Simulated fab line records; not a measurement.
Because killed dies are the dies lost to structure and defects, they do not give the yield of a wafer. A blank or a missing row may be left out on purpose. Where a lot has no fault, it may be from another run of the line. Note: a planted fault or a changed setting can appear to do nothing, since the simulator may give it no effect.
2 desks looking at one fault | flow nand harc | what lay behind the numbers comes last; until then each desk has only its own

== AT THE TOOL OWNER'S DESK: litho track-06 ==
The tool's own readings at NHARC_A_M0_PEB_07 (peb time 65 s): means of the sampled wafers that have a number, for each lot that ran on this tool. Any lot whose mean is over 4 standard deviations away from the usual mean is out of limits and marked OUT; that distance is given in the brackets.
Columns: A = heater power total W at NHARC_A_M0_PEB_07, usual 156.6 W; B = plate temp C at NHARC_A_M0_PEB_07, usual 99.99 C
lot  | first seen here | A               | B
L507 | day 23 09:40    | 156.4           | 99.75
L510 | day 24 19:26    | 157.1           | 100.08
L515 | day 26 01:55    | 156.6           | 100.08
L520 | day 28 02:06    | 157.0           | 100.04
L518 | day 28 04:53    | 168.9 (+31) OUT | 105.53 (+43) OUT
L521 | day 29 00:55    | 168.7 (+30) OUT | 105.64 (+43) OUT
This desk finds L518, L521 out of limits, L518 being first, at day 28 04:53 (heater power total W at NHARC_A_M0_PEB_07). L507, L510, L515, L520 stayed within limits.

== AT THE METROLOGY DESK ==
Means of the sampled wafers that have a number, per lot and without regard to the tool the lot ran on: this is what the gauges read. Any lot whose mean is over 4 standard deviations away from the usual mean is out of limits and marked OUT; that distance is given in the brackets.
Columns: A = cd nm at NHARC_A_M0_CD_MEAS_09, usual 80.4 nm; B = cd nm at NHARC_A_M0_CD_MEAS_16, usual 80.4 nm
lot  | first seen here | A              | B
L507 | day 23 09:44    | 80.6           | 81.1
L508 | day 23 09:54    | 80.0           | 80.3
L510 | day 24 19:31    | 81.1           | 81.6
L514 | day 25 20:31    | 79.7           | 80.1
L513 | day 25 21:50    | 80.4           | 80.2
L515 | day 26 02:00    | 80.5           | 80.7
L520 | day 28 02:11    | 80.2           | 80.1
L518 | day 28 04:58    | 99.5 (+33) OUT | 99.8 (+24) OUT
L521 | day 29 00:59    | 95.4 (+26) OUT | 95.3 (+18) OUT
L526 | day 30 06:23    | 80.4           | 80.3
L525 | day 30 08:55    | 79.5           | 79.4
L529 | day 32 08:02    | 79.6           | 80.4
L530 | day 32 12:16    | 80.2           | 79.5
L528 | day 32 12:56    | 80.6           | 81.0
This desk finds L518, L521 out of limits, L518 being first, at day 28 04:58 (cd nm at NHARC_A_M0_CD_MEAS_09). L507, L508, L510, L514, L513, L515, L520, L526, L525, L529, L530, L528 stayed within limits.

== TAKEN TOGETHER ==
The tool owner's desk had the chance to raise an alarm at day 28 04:53 on L518, L521.
Metrology desk: alarm possible at day 28 04:58 on L518, L521.
The lots listed all ran NHARC_A_M0_PEB_07 on litho track-06.

== WHAT THE SIMULATOR PUT IN ==
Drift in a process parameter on litho track-06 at NHARC_A_M0_PEB_07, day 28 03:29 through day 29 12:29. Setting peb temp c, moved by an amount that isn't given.
Lots struck among those shown: L518, L521.
Time in hours from fault onset to the first out-of-limits reading at each desk: tool owner's desk 1, metrology desk 1.
